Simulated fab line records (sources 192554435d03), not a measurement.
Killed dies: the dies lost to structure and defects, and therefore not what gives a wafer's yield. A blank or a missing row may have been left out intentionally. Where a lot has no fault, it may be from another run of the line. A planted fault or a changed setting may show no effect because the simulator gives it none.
Split-lot trial / flow n5_finfet / on a route of 1938 steps: 7 lots, 21 wafers read

SPLIT DETAILS
At N5_BEOL_M0_SAQP_MANDREL_ETCH_20 (etches a-Si in HBr/Cl2, stops on SiNx, target depth 60 nm, bt time 10 s, time 30 s), the setting icp_w was moved away from the recipe's 800 W on 4 of the 21 wafers read, by +13.8% to +17.5%. All remaining wafers had this setting at the recipe value.

FROM THE SPLIT TO THE READING: what the file shows between them, 8 steps
- N5_BEOL_M0_SAQP_STRIP_86: strips in N2/H2
- N5_BEOL_M0_SAQP_STRIP_115: strips in post etch residue remover, time 60 s
- N5_BEOL_M0_SAQP_SRD_93: time 30 s
- N5_BEOL_M0_SAQP_RECESS_114: chemistry HF/NH3, target SiO2, target depth 14.4 nm, afs cycles 3, sublimation time 60 s
- N5_BEOL_M0_SAQP_SPACER1_ALD_98: deposits SiO2, target thk 12.8 nm, pulse time 1 s, purge time 2 s
- N5_BEOL_M0_SAQP_SPACER1_ETCHBACK_99: etches SiO2 in CHF3/O2, target depth 15.4 nm, time 7.7 s
- N5_BEOL_M0_SAQP_RECESS_104: chemistry HF/NH3, target SiO2, target depth 18 nm, afs cycles 3, sublimation time 60 s
- N5_BEOL_M0_SAQP_COAT_105: time 60 s, resist thk 100 nm

THE READING
SiNx_of_BEOL_M0_SAQP_PECVD_97.thk_nm (the simulator's own value, which no gauge read), in nm, at N5_BEOL_M0_SAQP_ETCH_106 (etches SOC in N2/H2, stops on SiNx, target depth 150 nm). The file does not state a usual value for it. Average 15.1 nm, standard deviation 0.29 nm, over the 17 wafers here run with the recipe.

wafer=L078.2; tool, chamber at the split=rie_si-01, 2; icp_w as run, W=800; against the recipe=recipe; SiNx_of_BEOL_M0_SAQP_PECVD_97.thk_nm, nm=15.4; against lot-mates on the recipe=-
wafer=L078.5; tool, chamber at the split=rie_si-01, 0; icp_w as run, W=800; against the recipe=recipe; SiNx_of_BEOL_M0_SAQP_PECVD_97.thk_nm, nm=15.4; against lot-mates on the recipe=-
wafer=L078.3; tool, chamber at the split=rie_si-01, 1; icp_w as run, W=910.1; against the recipe=+13.8%; SiNx_of_BEOL_M0_SAQP_PECVD_97.thk_nm, nm=14.4; against lot-mates on the recipe=-1.0
wafer=L085.1; tool, chamber at the split=rie_si-02, 0; icp_w as run, W=800; against the recipe=recipe; SiNx_of_BEOL_M0_SAQP_PECVD_97.thk_nm, nm=15; against lot-mates on the recipe=-
wafer=L085.4; tool, chamber at the split=rie_si-02, 3; icp_w as run, W=800; against the recipe=recipe; SiNx_of_BEOL_M0_SAQP_PECVD_97.thk_nm, nm=15.2; against lot-mates on the recipe=-
wafer=L085.5; tool, chamber at the split=rie_si-02, 1; icp_w as run, W=800; against the recipe=recipe; SiNx_of_BEOL_M0_SAQP_PECVD_97.thk_nm, nm=15.2; against lot-mates on the recipe=-
wafer=L086.1; tool, chamber at the split=rie_si-06, 1; icp_w as run, W=800; against the recipe=recipe; SiNx_of_BEOL_M0_SAQP_PECVD_97.thk_nm, nm=15.2; against lot-mates on the recipe=-
wafer=L086.6; tool, chamber at the split=rie_si-06, 0; icp_w as run, W=800; against the recipe=recipe; SiNx_of_BEOL_M0_SAQP_PECVD_97.thk_nm, nm=15.2; against lot-mates on the recipe=-
wafer=L086.5; tool, chamber at the split=rie_si-06, 3; icp_w as run, W=800; against the recipe=recipe; SiNx_of_BEOL_M0_SAQP_PECVD_97.thk_nm, nm=15.4; against lot-mates on the recipe=-
wafer=L092.1; tool, chamber at the split=rie_si-06, 3; icp_w as run, W=800; against the recipe=recipe; SiNx_of_BEOL_M0_SAQP_PECVD_97.thk_nm, nm=15; against lot-mates on the recipe=-
wafer=L092.4; tool, chamber at the split=rie_si-06, 1; icp_w as run, W=927.5; against the recipe=+15.9%; SiNx_of_BEOL_M0_SAQP_PECVD_97.thk_nm, nm=14.2; against lot-mates on the recipe=-0.8
wafer=L092.6; tool, chamber at the split=rie_si-06, 3; icp_w as run, W=927.5; against the recipe=+15.9%; SiNx_of_BEOL_M0_SAQP_PECVD_97.thk_nm, nm=14; against lot-mates on the recipe=-1.0
wafer=L093.2; tool, chamber at the split=rie_si-02, 2; icp_w as run, W=800; against the recipe=recipe; SiNx_of_BEOL_M0_SAQP_PECVD_97.thk_nm, nm=14.2; against lot-mates on the recipe=-
wafer=L093.4; tool, chamber at the split=rie_si-02, 2; icp_w as run, W=800; against the recipe=recipe; SiNx_of_BEOL_M0_SAQP_PECVD_97.thk_nm, nm=14.8; against lot-mates on the recipe=-
wafer=L093.6; tool, chamber at the split=rie_si-02, 0; icp_w as run, W=800; against the recipe=recipe; SiNx_of_BEOL_M0_SAQP_PECVD_97.thk_nm, nm=15; against lot-mates on the recipe=-
wafer=L094.2; tool, chamber at the split=rie_si-01, 1; icp_w as run, W=940; against the recipe=+17.5%; SiNx_of_BEOL_M0_SAQP_PECVD_97.thk_nm, nm=14.4; against lot-mates on the recipe=-0.9
wafer=L094.3; tool, chamber at the split=rie_si-01, 2; icp_w as run, W=800; against the recipe=recipe; SiNx_of_BEOL_M0_SAQP_PECVD_97.thk_nm, nm=15.2; against lot-mates on the recipe=-
wafer=L094.6; tool, chamber at the split=rie_si-01, 1; icp_w as run, W=800; against the recipe=recipe; SiNx_of_BEOL_M0_SAQP_PECVD_97.thk_nm, nm=15.4; against lot-mates on the recipe=-
wafer=L096.1; tool, chamber at the split=rie_si-01, 0,2; icp_w as run, W=800; against the recipe=recipe; SiNx_of_BEOL_M0_SAQP_PECVD_97.thk_nm, nm=15; against lot-mates on the recipe=-
wafer=L096.2; tool, chamber at the split=rie_si-01, 0,2; icp_w as run, W=800; against the recipe=recipe; SiNx_of_BEOL_M0_SAQP_PECVD_97.thk_nm, nm=15; against lot-mates on the recipe=-
wafer=L096.3; tool, chamber at the split=rie_si-01, 3; icp_w as run, W=800; against the recipe=recipe; SiNx_of_BEOL_M0_SAQP_PECVD_97.thk_nm, nm=14.8; against lot-mates on the recipe=-
If several chambers appear in one row, that row covers several wafers at once and the file leaves open which wafer was in which chamber.

FIT RESULTS
A straight line over all 21 wafers: SiNx_of_BEOL_M0_SAQP_PECVD_97.thk_nm changes by -0.0524 nm for each +1% of icp_w; r = -0.77; the points scatter about the line by 0.29 nm.
The same after taking each lot's own level away (the mean of its wafers on the recipe; 21 wafers): -0.0578 nm for each +1%; r = -0.92; scatter 0.17 nm.
Per that fit: largest icp_w move, reading shift of 1 nm.
The span of the lots' own levels, 14.67 to 15.40 nm, comes to 2.5 times the standard deviation stated above.
So the lot-to-lot level blurs the effect unless lot-mates are compared.
Check: for one of the wafers moved furthest among these (+17.5%), held out of the fit, the line's prediction against its lot-mates is -1.06 nm. It came out at -0.9 nm against them.

THESE WAFERS: OTHER SPLITS
These wafers also went through other splits before the reading. Each is held against what the fit with the lots' levels taken away leaves over:
other split on the same wafers=N5_ILD0_ALD_15 ald_cycles; wafers away from the commonest value=4; r with SiNx_of_BEOL_M0_SAQP_PECVD_97.thk_nm (lot level and that fit taken away)=+0.06
other split on the same wafers=N5_SDB_ALD_29 ald_cycles; wafers away from the commonest value=3; r with SiNx_of_BEOL_M0_SAQP_PECVD_97.thk_nm (lot level and that fit taken away)=+0.14
other split on the same wafers=N5_GATE_CUT_ALD_22 ald_cycles; wafers away from the commonest value=5; r with SiNx_of_BEOL_M0_SAQP_PECVD_97.thk_nm (lot level and that fit taken away)=-0.05
other split on the same wafers=N5_MOL_CONTACT_COAG_COAT_104 spin_rpm; wafers away from the commonest value=5; r with SiNx_of_BEOL_M0_SAQP_PECVD_97.thk_nm (lot level and that fit taken away)=-0.39
other split on the same wafers=N5_MOL_CONTACT_COAG_ETCH_105 bias_w; wafers away from the commonest value=5; r with SiNx_of_BEOL_M0_SAQP_PECVD_97.thk_nm (lot level and that fit taken away)=-0.34
other split on the same wafers=N5_MOL_CONTACT_COAG_CVD_140 target_thk_a; wafers away from the commonest value=7; r with SiNx_of_BEOL_M0_SAQP_PECVD_97.thk_nm (lot level and that fit taken away)=+0.04
other split on the same wafers=N5_BEOL_M0_SAQP_ILD_DEP_01 time_s; wafers away from the commonest value=8; r with SiNx_of_BEOL_M0_SAQP_PECVD_97.thk_nm (lot level and that fit taken away)=+0.16

THE WHOLE CHAIN: every reading that the file lists as answering this split, in the file's order
step=N5_BEOL_M0_SAQP_MANDREL_ETCH_20; what it does=etches a-Si in HBr/Cl2, stops on SiNx, target depth 60 nm, bt time 10 s, time 30 s; reading=SOC_of_BEOL_M0_SAQP_COAT_81.thk_nm (the simulator's own value, which no gauge read); change (the file's fit)=-0.107 nm for each +1% of the setting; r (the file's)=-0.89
step=N5_BEOL_M0_SAQP_MANDREL_ETCH_20; what it does=etches a-Si in HBr/Cl2, stops on SiNx, target depth 60 nm, bt time 10 s, time 30 s; reading=SiNx_of_BEOL_M0_SAQP_PECVD_97.thk_nm (the simulator's own value, which no gauge read); change (the file's fit)=-0.0622 nm for each +1% of the setting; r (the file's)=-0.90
step=N5_BEOL_M0_SAQP_RECESS_114; what it does=chemistry HF/NH3, target SiO2, target depth 14.4 nm, afs cycles 3, sublimation time 60 s; reading=SiNx_of_BEOL_M0_SAQP_PECVD_97.thk_nm (the simulator's own value, which no gauge read); change (the file's fit)=-0.0564 nm for each +1% of the setting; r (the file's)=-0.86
step=N5_BEOL_M0_SAQP_ETCH_106; what it does=etches SOC in N2/H2, stops on SiNx, target depth 150 nm; reading=SiNx_of_BEOL_M0_SAQP_PECVD_97.thk_nm (the simulator's own value, which no gauge read); change (the file's fit)=-0.0585 nm for each +1% of the setting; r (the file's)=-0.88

FILE'S OWN FIT
SiNx_of_BEOL_M0_SAQP_PECVD_97.thk_nm changes by -0.0585 nm for each +1% of icp_w, r = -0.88.
